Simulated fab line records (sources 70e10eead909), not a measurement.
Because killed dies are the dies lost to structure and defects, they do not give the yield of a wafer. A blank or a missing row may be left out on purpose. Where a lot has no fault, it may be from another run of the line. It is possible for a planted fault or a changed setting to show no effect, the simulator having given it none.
Matching of chambers || flow nand-harc || NHARC_A_STAIRCASE_TRIM_193 on rie-diel-13 has 4 sister chambers
The step chemistry O2, time 211.2 s. 4 wafers are shown with their chamber, then 7 later ones without.

== EACH WAFER AND ITS CHAMBER ==
{"wafer": "L420.4", "chamber": 2, "showerhead-plenum-p-Torr (Torr)": 3.40}
{"wafer": "L421.2", "chamber": 3, "showerhead-plenum-p-Torr (Torr)": 3.59}
{"wafer": "L430.3", "chamber": 0, "showerhead-plenum-p-Torr (Torr)": 3.37}
{"wafer": "L430.4", "chamber": 1, "showerhead-plenum-p-Torr (Torr)": 3.54}

== WAFERS WHOSE CHAMBER IS MISSING ==
{"wafer": "L430.5", "showerhead-plenum-p-Torr (Torr)": 3.39}
{"wafer": "L436.1", "showerhead-plenum-p-Torr (Torr)": 3.36}
{"wafer": "L436.2", "showerhead-plenum-p-Torr (Torr)": 3.39}
{"wafer": "L436.6", "showerhead-plenum-p-Torr (Torr)": 3.57}
{"wafer": "L441.3", "showerhead-plenum-p-Torr (Torr)": 3.36}
{"wafer": "L441.4", "showerhead-plenum-p-Torr (Torr)": 3.38}
{"wafer": "L441.5", "showerhead-plenum-p-Torr (Torr)": 3.53}

== WHICH CHAMBER EACH WENT THROUGH ==
{"wafer": "L430.5", "from the rows above": "can't be placed: 2 or 0", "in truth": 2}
{"wafer": "L436.1", "from the rows above": 0, "in truth": 0}
{"wafer": "L436.2", "from the rows above": "can't be placed: 2 or 0", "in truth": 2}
{"wafer": "L436.6", "from the rows above": "can't be placed: 3 or 1", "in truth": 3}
{"wafer": "L441.3", "from the rows above": 0, "in truth": 0}
{"wafer": "L441.4", "from the rows above": "can't be placed: 0 or 2", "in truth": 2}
{"wafer": "L441.5", "from the rows above": 1, "in truth": 1}
Correct placement for 3 of the 7. Cannot be placed on the basis of these rows: 4; the candidates contain the true chamber in 4. Number placed wrongly: 0.
How it was worked out, from the rows above alone: a wafer's distance from a chamber is the root of the sum, over the readings, of the square of ((its reading less the chamber's mean) divided by the reading's scatter). If the next closest chamber is less than 2 further off than the closest, the wafer can't be placed; otherwise it belongs to the closest. A chamber's mean is the mean of its shown wafers. The scatter: with one shown wafer a chamber, the root of the mean of the squares of how far each hidden wafer lies from its nearest shown one.
